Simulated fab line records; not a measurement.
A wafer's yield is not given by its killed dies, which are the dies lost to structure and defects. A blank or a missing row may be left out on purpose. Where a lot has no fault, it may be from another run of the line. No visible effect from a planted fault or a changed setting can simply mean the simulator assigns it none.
The tool behind it: which one? -- flow nandHarc -- Sampling: 14 lots, 42 wafers, 4 of 1302 route steps

## WHAT THE GAUGES SHOWED, per wafer
No reading from a measuring or inspecting step in the record can be judged against a usual standard deviation.

## EACH LOT AND THE TOOL THAT RAN IT (in order: tool; ch and the chambers of the sampled wafers; start)
lot,NHARC_A_CONTACT_ETCH_126,NHARC_A_CONTACT_ETCH_133,NHARC_A_CONTACT_ETCH_97,NHARC_A_CONTACT_PEB_06
L501,"harCapEtch-01 ch 0,1, day 22 11:43","harCapEtch-01 ch 0,1, day 22 12:58","rieDiel-13 ch 0,1,3, day 22 18:28 or earlier","lithoTrack-06 ch 0, day 22 18:28"
L503,"harCapEtch-02 ch 1, day 22 18:55","harCapEtch-02 ch 1, day 22 20:09","rieDiel-08 ch 1,3, day 23 00:25 or earlier","lithoTrack-06 ch 0, day 23 00:25"
L500,"harCapEtch-02 ch 0,1, day 22 21:51","harCapEtch-02 ch 0,1, day 22 23:10","rieDiel-08 ch 1,2, day 23 03:13 or earlier","lithoTrack-04 ch 0, day 23 03:13"
L504,"harCapEtch-01 ch 0,1, day 23 22:18","harCapEtch-01 ch 0,1, day 24 00:03","rieDiel-13 ch 0,1, day 24 04:52 or earlier","lithoTrack-06 ch 0, day 24 04:52"
L507,"harCapEtch-03 ch 0,1, day 25 08:00","harCapEtch-03 ch 0,1, day 25 09:14","rieDiel-08 ch 0,1, day 25 15:36 or earlier","lithoTrack-06 ch 0, day 25 15:36"
L508,"harCapEtch-02 ch 0,1, day 26 02:28","harCapEtch-02 ch 0,1, day 26 03:41","rieDiel-08 ch 0,1,2, day 26 11:37 or earlier","lithoTrack-06, day 26 11:37"
L511,"harCapEtch-02 ch 0,1, day 26 11:10","harCapEtch-02 ch 0,1, day 26 12:24","rieDiel-13 ch 0,1,3, day 26 17:28 or earlier","lithoTrack-06, day 26 17:28"
L510,"harCapEtch-03 ch 0,1, day 26 12:35","harCapEtch-03 ch 0,1, day 26 13:50","rieDiel-08 ch 1,2,3, day 26 19:32 or earlier","lithoTrack-01 ch 0, day 26 19:32"
L512,"harCapEtch-03 ch 0,1, day 27 07:41","harCapEtch-03 ch 0,1, day 27 08:55","rieDiel-08 ch 2,3, day 27 13:16 or earlier","lithoTrack-01 ch 0, day 27 13:16"
L517,"harCapEtch-02 ch 0,1, day 29 07:48","harCapEtch-02 ch 0,1, day 29 09:05","rieDiel-13 ch 1,2,3, day 29 17:53 or earlier","lithoTrack-06 ch 0, day 29 17:53"
L520,"harCapEtch-01 ch 0,1, day 30 04:24","harCapEtch-01 ch 0,1, day 30 05:38","rieDiel-08 ch 0,3, day 30 09:52 or earlier","lithoTrack-04 ch 0, day 30 09:52"
L521,"harCapEtch-02 ch 0,1, day 31 05:22","harCapEtch-02 ch 0,1, day 31 06:36","rieDiel-02 ch 0,1,2, day 31 12:48 or earlier","lithoTrack-06 ch 0, day 31 12:48"
L522,"harCapEtch-03 ch 0,1, day 31 06:33","harCapEtch-03 ch 0,1, day 31 07:47","rieDiel-02 ch 0,2, day 31 13:39 or earlier","lithoTrack-06 ch 0, day 31 13:39"
L523,"harCapEtch-02 ch 0,1, day 31 15:43","harCapEtch-02 ch 0,1, day 31 16:57","rieDiel-02 ch 1,2,3, day 31 21:10 or earlier","lithoTrack-01 ch 0, day 31 21:10"
- NHARC_A_CONTACT_ETCH_126: etches the open film in C4F8/O2/Ar, time 197 s, target depth 1918 nm.
- NHARC_A_CONTACT_ETCH_133: etches the open film in C4F8/O2/Ar, time 374 s, target depth 1610 nm.
- NHARC_A_CONTACT_ETCH_97: etches the open film in C4F6/O2, target depth 20 nm, time 10 s.
- NHARC_A_CONTACT_PEB_06: peb time 65 s.

## AS READ BY THE TOOLS THEMSELVES (means over the sampled wafers that have a number; for cases with no such wafer, the mark the record gives instead)
NHARC_A_CONTACT_ETCH_126. Usual: chamberPressureMTorr 19.999 mTorr, standard deviation 0.024.
lot,tool,chamberPressureMTorr (mTorr),flag
L501,harCapEtch-01,20.036,
L503,harCapEtch-02,19.978,
L500,harCapEtch-02,19.993,
L504,harCapEtch-01,20.010,
L507,harCapEtch-03,20.012,
L508,harCapEtch-02,19.987,
L511,harCapEtch-02,20.002,
L510,harCapEtch-03,20.029,
L512,harCapEtch-03,19.985,
L517,harCapEtch-02,19.991,
L520,harCapEtch-01,20.008,
L521,harCapEtch-02,20.009,
L522,harCapEtch-03,20.011,
L523,harCapEtch-02,20.007,

NHARC_A_CONTACT_ETCH_133. Usual: chamberPressureMTorr 20.000 mTorr, standard deviation 0.017.
lot,tool,chamberPressureMTorr (mTorr),flag
L501,harCapEtch-01,20.019,
L503,harCapEtch-02,20.004,
L500,harCapEtch-02,20.005,
L504,harCapEtch-01,19.992,
L507,harCapEtch-03,20.005,
L508,harCapEtch-02,20.001,
L511,harCapEtch-02,19.984,
L510,harCapEtch-03,20.017,
L512,harCapEtch-03,19.998,
L517,harCapEtch-02,20.015,
L520,harCapEtch-01,20.001,
L521,harCapEtch-02,19.995,
L522,harCapEtch-03,19.985,
L523,harCapEtch-02,19.994,

NHARC_A_CONTACT_ETCH_97. Usual: c4f6FlowSccm 25.00 sccm, standard deviation 0.076; chamberPressureMTorr 30.002 mTorr, standard deviation 0.027; drypumpMotorCurrentA 5.8 A, standard deviation 0.42; oesProductAu 0.953 a.u., standard deviation 0.018; rfVppV 546 V, standard deviation 3.4; showerheadPlenumPTorr 3.87 Torr, standard deviation 0.16; throttleValvePct 26.902 %, standard deviation 0.0092.
lot,tool,c4f6FlowSccm (sccm),chamberPressureMTorr (mTorr),drypumpMotorCurrentA (A),oesProductAu (a.u.),rfVppV (V),showerheadPlenumPTorr (Torr),throttleValvePct (%),flag
L501,rieDiel-13,25.07,30.006,5.8,0.956,545,3.81,26.904,
L503,rieDiel-08,24.98,29.999,5.8,0.962,547,3.93,26.900,
L500,rieDiel-08,24.96,29.990,6.1,0.943,543,3.74,26.902,
L504,rieDiel-13,25.09,30.004,6.0,0.947,547,3.91,26.902,
L507,rieDiel-08,24.98,30.001,6.2,0.941,546,3.83,26.907,
L508,rieDiel-08,25.04,30.010,6.2,0.993,544,3.78,26.889,
L511,rieDiel-13,24.99,29.961,5.8,0.946,547,3.98,26.905,
L510,rieDiel-08,24.98,30.002,6.0,0.938,545,3.83,26.897,
L512,rieDiel-08,25.02,29.990,5.8,0.950,546,3.88,26.911,
L517,rieDiel-13,25.02,30.002,5.5,0.950,546,3.95,26.901,
L520,rieDiel-08,25.01,29.993,6.1,0.925,546,3.87,26.915,
L521,rieDiel-02,25.00,29.981,5.7,0.961,548,4.00,26.908,
L522,rieDiel-02,25.07,30.011,5.3,0.947,547,3.93,26.908,
L523,rieDiel-02,24.97,30.040,5.5,0.946,548,3.97,26.908,

NHARC_A_CONTACT_PEB_06. Usual: chillPlateTempC 23.01 C, standard deviation 0.11; exhaustPa 44.8 Pa, standard deviation 0.82.
lot,tool,chillPlateTempC (C),exhaustPa (Pa),flag
L501,lithoTrack-06,23.14,46.0,
L503,lithoTrack-06,23.01,44.9,
L500,lithoTrack-04,23.02,44.7,
L504,lithoTrack-06,23.06,45.1,
L507,lithoTrack-06,23.08,45.3,
L508,lithoTrack-06,-,-,OFF
L511,lithoTrack-06,-,-,OFF
L510,lithoTrack-01,23.02,45.3,
L512,lithoTrack-01,23.09,44.0,
L517,lithoTrack-06,23.00,45.4,
L520,lithoTrack-04,22.99,44.2,
L521,lithoTrack-06,23.02,44.6,
L522,lithoTrack-06,22.94,44.6,
L523,lithoTrack-01,22.84,44.4,

## THE ANSWER, worked out from the rows above alone
Rule: a lot counts as off when the mean over its wafers that have a number is more than 3 standard deviations away from the usual mean. A lot without any number at a reading at which 4 lots or more have one is off too. Any other lot the step has rows for is counted as sound. Order of review: gauges by route order, followed by the tools' own readings, for which a lot's mean as printed above is used. At the first step where some lot is off, the reading lying furthest off is the one used; lots without a number count as furthest.
Off at NHARC_A_CONTACT_PEB_06 (chillPlateTempC): L508, L511. Without a number there: L508, L511.
If a tool, at that step or one of the process steps before it, ran each lot that is off and ran no sound lot following the first of them, it fits. NHARC_A_CONTACT_ETCH_97 gives no start for some lots, so the hours and the order of its lots are those of NHARC_A_CONTACT_PEB_06. No candidate that was tried fits.

## WHAT THE SIMULATOR PUT IN
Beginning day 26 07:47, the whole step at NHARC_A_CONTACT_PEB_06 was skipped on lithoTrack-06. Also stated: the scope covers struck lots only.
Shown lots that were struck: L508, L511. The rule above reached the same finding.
